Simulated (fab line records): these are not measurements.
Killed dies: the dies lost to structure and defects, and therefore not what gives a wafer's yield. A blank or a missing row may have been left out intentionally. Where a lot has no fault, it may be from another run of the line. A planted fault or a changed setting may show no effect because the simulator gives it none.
Chamber matching + flow n5-finfet + cmp-01 running N5_BEOL_M13_CMP_49: 4 sister chambers
The step polishes, stops on SiOC, t overpolish 17.1 s, target thk 420 nm. 24 wafers are shown with their chamber, then 12 later ones without.

## WAFERS WITH THEIR CHAMBER
| wafer  | chamber | motor-current-A (A) | platen-rpm (rpm) | overpolish-run-s (s) |
|--------|---------|---------------------|------------------|----------------------|
| L074.1 | 2       | 6.6                 | 50.01            | 17.087               |
| L074.2 | 0       | 6.9                 | 49.97            | 17.106               |
| L074.6 | 1       | 7.2                 | 49.96            | 17.095               |
| L076.1 | 3       | 6.7                 | 50.01            | 17.102               |
| L076.3 | 1       | 7.4                 | 50.01            | 17.108               |
| L076.4 | 2       | 6.6                 | 50.03            | 17.077               |
| L078.1 | 2       | 6.6                 | 50.01            | 17.100               |
| L078.2 | 1       | 7.4                 | 49.99            | 17.097               |
| L078.5 | 2       | 6.6                 | 50.05            | 17.084               |
| L079.1 | 2       | 6.4                 | 49.99            | 17.080               |
| L079.5 | 0       | 7.4                 | 49.96            | 17.094               |
| L079.6 | 1       | 7.4                 | 49.98            | 17.114               |
| L082.1 | 2       | 6.4                 | 50.00            | 17.094               |
| L082.3 | 1       | 7.2                 | 50.02            | 17.106               |
| L082.4 | 0       | 7.2                 | 50.05            | 17.098               |
| L084.2 | 1       | 7.6                 | 50.01            | 17.100               |
| L084.4 | 2       | 6.9                 | 50.04            | 17.093               |
| L084.5 | 3       | 6.8                 | 49.94            | 17.104               |
| L088.1 | 2       | 6.4                 | 50.00            | 17.105               |
| L088.5 | 3       | 6.5                 | 49.90            | 17.105               |
| L088.6 | 0       | 7.2                 | 50.04            | 17.093               |
| L091.1 | 2       | 6.8                 | 50.05            | 17.128               |
| L091.2 | 1       | 6.9                 | 50.03            | 17.117               |
| L091.4 | 3       | 6.5                 | 49.91            | 17.087               |

SIGNATURES, as means of the wafers listed above
| reading          | chamber 0 | chamber 1 | chamber 2 | chamber 3 | scatter within a chamber |
|------------------|-----------|-----------|-----------|-----------|--------------------------|
| motor-current-A  | 7.175     | 7.300     | 6.589     | 6.625     | 0.193                    |
| platen-rpm       | 50.0050   | 50.0000   | 50.0200   | 49.9400   | 0.0329                   |
| overpolish-run-s | 17.09775  | 17.10529  | 17.09422  | 17.09950  | 0.0116                   |
Rule: a wafer lies at a distance from a chamber equal to the root of the sum of squares, over the readings, of (its reading less the chamber's mean, divided by the reading's scatter). If the next closest chamber is less than 2 further off than the closest, the wafer can't be placed; otherwise it belongs to the closest. The scatter is the square root of a quotient: the sum, over the shown wafers, of each reading's squared deviation from its chamber's mean, divided by wafers minus chambers.

## WAFERS MISSING THEIR CHAMBER
| wafer  | motor-current-A (A) | platen-rpm (rpm) | overpolish-run-s (s) |
|--------|---------------------|------------------|----------------------|
| L089.3 | 6.5                 | 50.01            | 17.094               |
| L089.4 | 7.2                 | 50.00            | 17.099               |
| L089.5 | 6.5                 | 49.98            | 17.091               |
| L093.3 | 6.7                 | 49.96            | 17.100               |
| L093.4 | 7.4                 | 50.00            | 17.100               |
| L093.5 | 7.1                 | 50.01            | 17.101               |
| L092.2 | 6.8                 | 50.03            | 17.093               |
| L092.3 | 6.4                 | 49.98            | 17.106               |
| L092.4 | 8.0                 | 50.00            | 17.092               |
| L095.4 | 6.7                 | 50.01            | 17.093               |
| L095.5 | 6.6                 | 50.04            | 17.092               |
| L095.6 | 6.4                 | 49.99            | 17.106               |

## THE CHAMBER EACH PASSED THROUGH
| wafer  | from the rows above               | in truth                   |
|--------|-----------------------------------|----------------------------|
| L089.3 | can't be placed: 2 or 3           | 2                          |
| L089.4 | can't be placed: 0 or 1           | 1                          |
| L089.5 | can't be placed: 2 or 3           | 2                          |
| L093.3 | can't be placed: 3 or 2           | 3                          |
| L093.4 | can't be placed: 1 or 0           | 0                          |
| L093.5 | can't be placed: 0 or 1           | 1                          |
| L092.2 | can't be placed: 2 or 0 or 3 or 1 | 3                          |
| L092.3 | can't be placed: 3 or 2           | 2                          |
| L092.4 | can't be placed: 1 or 0           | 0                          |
| L095.4 | can't be placed: 2 or 3 or 0      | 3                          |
| L095.5 | 2                                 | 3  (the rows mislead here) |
| L095.6 | can't be placed: 2 or 3           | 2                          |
Correctly placed: 0 of 12. From these rows, 11 cannot be placed; in 11 the true chamber is one of the candidates. 1 placed wrongly.
